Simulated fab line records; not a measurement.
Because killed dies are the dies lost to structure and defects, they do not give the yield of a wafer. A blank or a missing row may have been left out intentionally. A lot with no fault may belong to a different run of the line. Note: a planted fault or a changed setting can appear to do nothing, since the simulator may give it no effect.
A single fault, viewed from 3 desks + flow n5Finfet + every desk sees just its own numbers, and what lay behind them comes last

## THE DEFECT DESK
What the inspections along the route counted, lot by lot: means of the sampled wafers that have a number. The brackets show how far a lot's mean lies from the usual mean; more than 4 standard deviations puts the lot out of limits, marked OUT.
Columns: A = rawDefectCount at N5_BEOL_M8_INSPECT_30, usual 428; B = rawDefectCount at N5_BEOL_M8_INSPECT_58, usual 76
| lot  | first seen here | A   | B             |
|------|-----------------|-----|---------------|
| L705 | day 10 05:29    | 337 | 77            |
| L706 | day 11 02:57    | 386 | 433 (+14) OUT |
| L708 | day 11 11:30    | 492 | 437 (+14) OUT |
| L707 | day 11 11:32    | 344 | 409 (+13) OUT |
| L715 | day 13 04:17    | 322 | 73            |
| L717 | day 13 22:19    | 414 | 58            |
| L721 | day 14 09:14    | 475 | 53            |
| L723 | day 15 06:24    | 439 | 112           |
| L724 | day 15 12:37    | 372 | 77            |
This desk's finding: out of limits on L706, L707, L708; first on L706, day 11 06:25 (rawDefectCount at N5_BEOL_M8_INSPECT_58). L705, L715, L717, L721, L723, L724: within limits.

## THE METROLOGY DESK
What the gauges read, lot by lot, whatever tool the lot ran on: means of the sampled wafers that have a number. The brackets show how far a lot's mean lies from the usual mean; more than 4 standard deviations puts the lot out of limits, marked OUT. Readings shown: 7 out of 12 (the first out of limits, and those lying furthest out on some lot).
Columns: A = DIBL_N at N5_BEOL_M4_RC_MEAS_101, usual 36.0 mV/V; B = DIBL_P at N5_BEOL_M4_RC_MEAS_101, usual 36.2 mV/V; C = IOFF_N at N5_BEOL_M4_RC_MEAS_101, usual 0.16 nA/um; D = SS_N at N5_BEOL_M4_RC_MEAS_101, usual 71.5 mV/dec; E = SS_P at N5_BEOL_M4_RC_MEAS_101, usual 73.4 mV/dec; F = cdNm at N5_BEOL_M8_CD_MEAS_35, usual 39.9 nm; G = M8_THK at N5_BEOL_M8_THK_MEAS_53, usual 78.8 nm
| lot  | first seen here | A    | B    | C    | D    | E    | F    | G               |
|------|-----------------|------|------|------|------|------|------|-----------------|
| L705 | day 8 21:51     | 37.0 | 36.7 | 0.19 | 72.1 | 73.6 | 39.9 | 79.0            |
| L706 | day 9 14:58     | 35.2 | 37.6 | 0.16 | 71.6 | 73.6 | 40.3 | 114.8 (+15) OUT |
| L708 | day 9 23:16     | 39.8 | 40.2 | 0.22 | 72.8 | 74.8 | 39.9 | 115.2 (+15) OUT |
| L707 | day 9 23:35     | 38.0 | 39.1 | 0.19 | 72.5 | 73.9 | 40.1 | 113.2 (+14) OUT |
| L715 | day 11 20:52    | 39.2 | 38.0 | 0.19 | 72.0 | 73.9 | 40.3 | 78.6            |
| L717 | day 12 12:41    | 37.4 | 38.5 | 0.17 | 71.5 | 73.7 | 40.4 | 77.9            |
| L721 | day 12 21:49    | 35.4 | 36.9 | 0.17 | 71.4 | 73.8 | 39.7 | 78.4            |
| L723 | day 13 18:57    | 36.4 | 36.9 | 0.16 | 72.1 | 73.3 | 39.1 | 75.9            |
| L724 | day 13 21:25    | 36.8 | 36.4 | 0.19 | 71.6 | 73.5 | 40.3 | 77.3            |
This desk's result: L706, L707, L708 out of limits, first on L706 (M8_THK at N5_BEOL_M8_THK_MEAS_53), day 11 06:16. L705, L715, L717, L721, L723, L724: within limits.

## THE TOOL OWNER'S DESK: cmp-04
The tool's own readings at N5_BEOL_M8_CMP_52 (polishes, stops on SiCOH lowk, t overpolish 6.9 s, target thk 80 nm): means of the sampled wafers that have a number, for each lot that ran on this tool. The brackets show how far a lot's mean lies from the usual mean; more than 4 standard deviations puts the lot out of limits, marked OUT.
Columns: A = barrierFieldEndpointS at N5_BEOL_M8_CMP_52, usual 28.4 s; B = clearingPlatenDownForcePsi at N5_BEOL_M8_CMP_52, usual 1.500 psi; C = motorCurrentA at N5_BEOL_M8_CMP_52, usual 5.9 A; D = overpolishRunS at N5_BEOL_M8_CMP_52, usual 6.900 s; E = timeToEndpointS at N5_BEOL_M8_CMP_52, usual 61 s
| lot  | first seen here | A               | B     | C   | D                       | E  |
|------|-----------------|-----------------|-------|-----|-------------------------|----|
| L705 | day 10 08:39    | 28.6            | 1.500 | 5.6 | 6.907                   | 63 |
| L706 | day 11 06:01    | 34.2 (+6.7) OUT | 1.504 | 6.0 | 4.608 (-99 or more) OUT | 68 |
| L708 | day 11 14:05    | 34.6 (+7.2) OUT | 1.503 | 5.6 | 4.611 (-99 or more) OUT | 68 |
| L707 | day 11 14:49    | 33.8 (+6.2) OUT | 1.497 | 5.7 | 4.625 (-99 or more) OUT | 65 |
| L717 | day 14 01:32    | 27.1            | 1.500 | 5.5 | 6.892                   | 58 |
| L723 | day 15 09:55    | 27.7            | 1.501 | 5.9 | 6.905                   | 58 |
| L724 | day 15 15:26    | 27.8            | 1.501 | 5.9 | 6.903                   | 60 |
This desk's finding: out of limits on L706, L707, L708; first on L706, day 11 06:01 (barrierFieldEndpointS at N5_BEOL_M8_CMP_52). L705, L717, L723, L724: within limits.

## PUT TOGETHER
The tool owner's desk could have raised an alarm at day 11 06:01, on L706, L707, L708.
The metrology desk could have raised an alarm at day 11 06:16, on L706, L707, L708.
The defect desk could have raised an alarm at day 11 06:25, on L706, L707, L708.
All the named lots went through N5_BEOL_M8_CMP_52 on cmp-04.

## WHAT THE SIMULATOR PUT IN
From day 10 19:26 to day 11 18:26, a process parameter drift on cmp-04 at N5_BEOL_M8_CMP_52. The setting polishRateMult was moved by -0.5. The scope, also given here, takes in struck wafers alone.
Struck lots among those shown: L706, L707, L708.
Hours from the fault's start to each desk's first reading out of limits: the tool owner's desk, 11; the metrology desk, 11; the defect desk, 11.
